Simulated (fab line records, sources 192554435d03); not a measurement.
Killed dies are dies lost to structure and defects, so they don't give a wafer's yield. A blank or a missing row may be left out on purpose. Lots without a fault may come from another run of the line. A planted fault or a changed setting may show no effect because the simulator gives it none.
One fault seen from 2 desks | flow n5_finfet | each desk has only its own numbers; what lay behind them comes last

THE TOOL OWNER'S DESK: litho_track-03
The tool's own readings at N5_MOL_CONTACT_COAG_COAT_34 (resist thk 40 nm): means of the sampled wafers that have a number, for each lot that ran on this tool. A lot is out of limits, marked OUT, if its mean lies more than 4 standard deviations from the usual mean; the brackets give that distance.
Columns: A = dispense_pressure_kPa at N5_MOL_CONTACT_COAG_COAT_34, usual 49.3 kPa; B = spin_speed_rpm at N5_MOL_CONTACT_COAG_COAT_34, usual 1500.0 rpm
lot  | first seen here | A    | B
L373 | day 8 05:00     | 51.3 | 1498.9
L374 | day 8 09:38     | 51.3 | 1499.6
L384 | day 10 17:50    | 51.2 | 1540.2 (+47) OUT
L385 | day 11 00:45    | 51.3 | 1540.4 (+47) OUT
This desk's finding: out of limits on L384, L385; first on L384, day 10 17:50 (spin_speed_rpm at N5_MOL_CONTACT_COAG_COAT_34). In limits: L373, L374.

THE METROLOGY DESK
What the gauges read, lot by lot, whatever tool the lot ran on: means of the sampled wafers that have a number. A lot is out of limits, marked OUT, if its mean lies more than 4 standard deviations from the usual mean; the brackets give that distance. Of its 11 readings 7 are shown: those that lie furthest out on some lot.
Columns: A = VG_OVL at N5_MOL_CONTACT_COAG_OVL_MEAS_85, usual 0.1 nm; B = DIBL_N at N5_BEOL_M4_RC_MEAS_101, usual 36.0 mV/V; C = DIBL_P at N5_BEOL_M4_RC_MEAS_101, usual 36.2 mV/V; D = IOFF_N at N5_BEOL_M4_RC_MEAS_101, usual 0.16 nA/um; E = SS_N at N5_BEOL_M4_RC_MEAS_101, usual 71.5 mV/dec; F = SS_P at N5_BEOL_M4_RC_MEAS_101, usual 73.4 mV/dec; G = VT_P at N5_BEOL_M4_RC_MEAS_101, usual -250 mV
lot  | first seen here | A    | B    | C    | D    | E    | F    | G
L364 | day 5 19:23     | -0.5 | 37.0 | 36.7 | 0.19 | 72.1 | 73.6 | -247
L365 | day 5 20:32     | 0.3  | 35.2 | 37.6 | 0.16 | 71.6 | 73.6 | -248
L367 | day 6 09:31     | 0.6  | 39.8 | 40.2 | 0.22 | 72.8 | 74.8 | -249
L368 | day 6 15:56     | -0.7 | 35.3 | 35.2 | 0.13 | 71.2 | 72.9 | -252
L373 | day 8 03:32     | -0.3 | 35.1 | 34.2 | 0.14 | 71.3 | 73.0 | -254
L374 | day 8 08:41     | 0.4  | 39.2 | 38.0 | 0.19 | 72.0 | 73.9 | -248
L380 | day 9 15:02     | 0.0  | 35.4 | 36.9 | 0.17 | 71.4 | 73.8 | -246
L384 | day 10 16:55    | 0.7  | 38.1 | 37.8 | 0.19 | 72.0 | 73.6 | -247
L385 | day 10 23:41    | 0.7  | 33.8 | 34.0 | 0.12 | 70.6 | 73.3 | -258
This desk's finding: nothing out of limits on any of the 9 lots.

PUT TOGETHER
The tool owner's desk could have raised an alarm at day 10 17:50, on L384, L385.
The metrology desk saw nothing out of limits.
The metrology desk has L384, L385 on record, within its limits.
Of the lots named, all ran N5_MOL_CONTACT_COAG_COAT_34 on litho_track-03.

WHAT THE SIMULATOR HAD PUT IN
Process parameter drift: litho_track-03, from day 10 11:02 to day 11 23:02, at N5_MOL_CONTACT_COAG_COAT_34. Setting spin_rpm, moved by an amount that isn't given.
Lots struck among those shown: L384, L385.
Hours from the fault's start to each desk's first reading out of limits: the tool owner's desk, 7.
